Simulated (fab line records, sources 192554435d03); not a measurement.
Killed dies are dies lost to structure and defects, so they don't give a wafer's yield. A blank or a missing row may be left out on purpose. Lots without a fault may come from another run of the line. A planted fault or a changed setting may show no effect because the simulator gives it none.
Split-lot experiment | flow n5_finfet | 7 lots, 21 wafers read, on a route of 1938 steps

THE SPLIT
At N5_BEOL_M11_COAT_05 (resist thk 90 nm), the setting spin_rpm was moved away from the recipe's 1500 rpm on 9 of the 21 wafers read, by -6.5% to +10.0%. The other wafers ran this setting at the recipe's value.

FROM THE SPLIT TO THE READING: what the file shows between them, 4 steps
- N5_BEOL_M11_EXPOSE_08: exposes mask M11 (also split here: dose_mj)
- N5_BEOL_M11_PEB_09: peb time 60 s
- N5_BEOL_M11_DEVELOP_10: develop time 30 s
- N5_BEOL_M11_CD_MEAS_11: target cd 64.1 nm

THE READING
CAR-ArF_of_BEOL_M11_COAT_05.thk_nm (the simulator's own value, which no gauge read), in nm, at N5_BEOL_M11_DESCUM_16 (chemistry O2, time 7.9 s). The file gives no usual value for it. The 12 wafers here that ran the recipe average 83.5 nm, standard deviation 0.37 nm.

wafer  | tool, chamber at the split | spin_rpm as run, rpm | against the recipe | CAR-ArF_of_BEOL_M11_COAT_05.thk_nm, nm | against lot-mates on the recipe
L076.1 | litho_track-02, 0          | 1575                 | +5.0%              | 81.8                                   | -2.0
L076.2 | litho_track-02, 0          | 1500                 | recipe             | 83.8                                   | -
L076.5 | litho_track-02, 0          | 1500                 | recipe             | 83.8                                   | -
L075.1 | litho_track-01, 0          | 1650                 | +10.0%             | 79.4                                   | no lot-mate on the recipe
L075.2 | litho_track-01, 0          | 1650                 | +10.0%             | 79.4                                   | no lot-mate on the recipe
L075.4 | litho_track-01, 0          | 1650                 | +10.0%             | 79.4                                   | no lot-mate on the recipe
L079.3 | litho_track-03, 0          | 1500                 | recipe             | 83                                     | -
L079.5 | litho_track-03, 0          | 1500                 | recipe             | 83                                     | -
L079.4 | litho_track-03, 0          | 1500                 | recipe             | 83.2                                   | -
L080.2 | litho_track-03, 0          | 1402                 | -6.5%              | 86.6                                   | no lot-mate on the recipe
L080.3 | litho_track-03, 0          | 1402                 | -6.5%              | 86.4                                   | no lot-mate on the recipe
L080.5 | litho_track-03, 0          | 1402                 | -6.5%              | 86.4                                   | no lot-mate on the recipe
L089.2 | litho_track-02, 0          | 1500                 | recipe             | 83                                     | -
L089.3 | litho_track-02, 0          | 1500                 | recipe             | 83.4                                   | -
L089.6 | litho_track-02, 0          | 1500                 | recipe             | 83.2                                   | -
L092.1 | litho_track-03, 0          | 1500                 | recipe             | 84                                     | -
L092.3 | litho_track-03, 0          | 1500                 | recipe             | 84                                     | -
L092.4 | litho_track-03, 0          | 1500                 | recipe             | 83.6                                   | -
L097.2 | litho_track-03, 0          | 1615                 | +7.7%              | 80                                     | -3.6
L097.5 | litho_track-03, 0          | 1615                 | +7.7%              | 80.2                                   | -3.4
L097.6 | litho_track-03, 0          | 1500                 | recipe             | 83.6                                   | -

THE FIT
A straight line over all 21 wafers: CAR-ArF_of_BEOL_M11_COAT_05.thk_nm changes by -0.426 nm for each +1% of spin_rpm; r = -0.99; the points scatter about the line by 0.33 nm.
The same after taking each lot's own level away (the mean of its wafers on the recipe; 15 wafers): -0.448 nm for each +1%; r = -0.99; scatter 0.15 nm.
On that fit, the largest move of spin_rpm shifts the reading by 4.5 nm.
The lots' own levels span 83.07 to 83.87 nm, that is 2.2 times the standard deviation above.
So the lot-to-lot level changes the slope little: the two slopes agree.
Check: with one of the wafers moved furthest among these (+7.7%) left out of the fit, the line predicts -3.3 nm for it against its lot-mates. It came out at -3.6 nm against them.

OTHER SPLITS ON THESE WAFERS
These wafers also went through other splits before the reading. Each is held against what the fit with the lots' levels taken away leaves over:
other split on the same wafers   | wafers away from the commonest value | r with CAR-ArF_of_BEOL_M11_COAT_05.thk_nm (lot level and that fit taken away)
N5_BEOL_M9_TRENCH_ETCH_37 time_s | 7                                    | -0.25
N5_BEOL_M11_EXPOSE_08 dose_mj    | 10                                   | +0.20

THE WHOLE CHAIN: every reading that the file lists as answering this split, in the file's order
step                   | what it does             | reading                                                                             | change (the file's fit)               | r (the file's)
N5_BEOL_M11_COAT_05    | resist thk 90 nm         | CAR-ArF_of_BEOL_M11_COAT_05.thk_nm (the simulator's own value, which no gauge read) | -0.421 nm for each +1% of the setting | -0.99
N5_BEOL_M11_DEVELOP_10 | develop time 30 s        | CAR-ArF_of_BEOL_M11_COAT_05.thk_nm (the simulator's own value, which no gauge read) | -0.428 nm for each +1% of the setting | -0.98
N5_BEOL_M11_DESCUM_16  | chemistry O2, time 7.9 s | CAR-ArF_of_BEOL_M11_COAT_05.thk_nm (the simulator's own value, which no gauge read) | -0.44 nm for each +1% of the setting  | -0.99

THE FILE'S OWN FIT
CAR-ArF_of_BEOL_M11_COAT_05.thk_nm changes by -0.44 nm for each +1% of spin_rpm, r = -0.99.
